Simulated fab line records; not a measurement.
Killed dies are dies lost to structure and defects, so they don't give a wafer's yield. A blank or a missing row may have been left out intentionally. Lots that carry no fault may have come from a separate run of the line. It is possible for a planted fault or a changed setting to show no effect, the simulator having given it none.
Lot-split experiment -- flow n5 finfet -- route with 1938 steps; 7 lots, 21 wafers read

ABOUT THE SPLIT
At N5_BEOL_M10_TRENCH_ETCH_37 (etches SiCOH lowk in C4F6/O2, target depth 148.83 nm, time 48 s), the setting bias w was moved away from the recipe's 185 W on 6 of the 21 wafers read, by -14.2% to +13.1%. This setting was run at the recipe's value on the other wafers.

FROM THE SPLIT TO THE READING: what the file shows between them, 2 steps
- N5_BEOL_M10_ETCH_41: etches SiCN in CH3F/O2, target depth 42.6 nm, time 86 s
- N5_BEOL_M10_STRIP_77: strips in N2/H2, time 10 s

THE READING
trench depth nm, in nm, at N5_BEOL_M10_OCD_MEAS_38. Fault-free wafers of this fab line usually give 148.8 nm, standard deviation 1.9 nm.

wafer,"tool, chamber at the split","bias w as run, W",against the recipe,"trench depth nm, nm",against lot-mates on the recipe
L075.3,"rie diel-02, 0",185,recipe,149.2,-
L075.4,"rie diel-02, 2",185,recipe,149.6,-
L075.5,"rie diel-02, 2",185,recipe,147.3,-
L078.1,"rie diel-04, 1",209.3,+13.1%,154.7,+5.1
L078.2,"rie diel-04, 3",185,recipe,150.2,-
L078.6,"rie diel-04, 3",185,recipe,149.1,-
L079.4,"rie diel-02, 3",185,recipe,143.2,-
L079.5,"rie diel-02, 1",185,recipe,148.2,-
L079.6,"rie diel-02, 2",185,recipe,145.9,-
L090.3,"rie diel-04, 2",185,recipe,150.1,-
L090.5,"rie diel-04, 0",185,recipe,151.4,-
L090.6,"rie diel-04, 3",158.8,-14.2%,143.9,-6.8
L092.1,"rie diel-02, 3",162.1,-12.4%,139.0,-10.7
L092.3,"rie diel-02, 0",185,recipe,152.8,-
L092.5,"rie diel-02, 3",185,recipe,146.6,-
L091.2,"rie diel-01, 2",207.5,+12.2%,155.6,+7.1
L091.4,"rie diel-01, 1",185,recipe,149.4,-
L091.6,"rie diel-01, 2",185,recipe,147.6,-
L094.2,"rie diel-01, 1",171.1,-7.5%,144.6,-5.6
L094.3,"rie diel-01, 2",171.1,-7.5%,146.2,-4.0
L094.5,"rie diel-01, 2",185,recipe,150.2,-

THE FIT
A straight line over all 21 wafers: trench depth nm changes by +0.509 nm for each +1% of bias w; r = +0.82; the points scatter about the line by 2.3 nm.
The same after taking each lot's own level away (the mean of its wafers on the recipe; 21 wafers): +0.572 nm for each +1%; r = +0.90; scatter 1.8 nm.
According to that fit, moving bias w by its largest amount changes the reading by 8.1 nm.
Measured against the standard deviation above, the lots' own levels, which go from 145.77 to 150.75 nm, span 2.6 times it.
So the lot-to-lot level changes the slope: the two fits differ.
Check: -8.95 nm against its lot-mates is what the line predicts for one of the wafers moved furthest among these (-14.2%) when that wafer is left out of the fit. Against them it came out at -6.85 nm.
Tool readings at the split's step, against how far the setting was moved: rf vpp V r = +0.97.

OTHER SPLITS APPLIED TO THESE WAFERS
Before the reading, these wafers also passed through other splits. Each is held against what the fit with the lots' levels taken away leaves over:
other split on the same wafers,wafers away from the commonest value,r with trench depth nm (lot level and that fit taken away)
N5_BEOL_M10_ETCH_66 time s,9,-0.23

THE WHOLE CHAIN: every reading that the file lists as answering this split, in the file's order
step,what it does,reading,change (the file's fit),r (the file's)
N5_BEOL_M10_TRENCH_ETCH_37,"etches SiCOH lowk in C4F6/O2, target depth 148.83 nm, time 48 s",rf vpp V,+5.12 V for each +1% of the setting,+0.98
N5_BEOL_M10_TRENCH_ETCH_37,"etches SiCOH lowk in C4F6/O2, target depth 148.83 nm, time 48 s","BEOL_M10.feature depth nm (the simulator's own value, which no gauge read)",+0.576 nm for each +1% of the setting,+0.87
N5_BEOL_M10_TRENCH_ETCH_37,"etches SiCOH lowk in C4F6/O2, target depth 148.83 nm, time 48 s","etch.depth nm (the simulator's own value, which no gauge read)",+0.572 nm for each +1% of the setting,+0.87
N5_BEOL_M10_OCD_MEAS_38,,trench depth nm,+0.571 nm for each +1% of the setting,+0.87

FILE'S OWN FIT
trench depth nm changes by +0.571 nm for each +1% of bias w, r = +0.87.
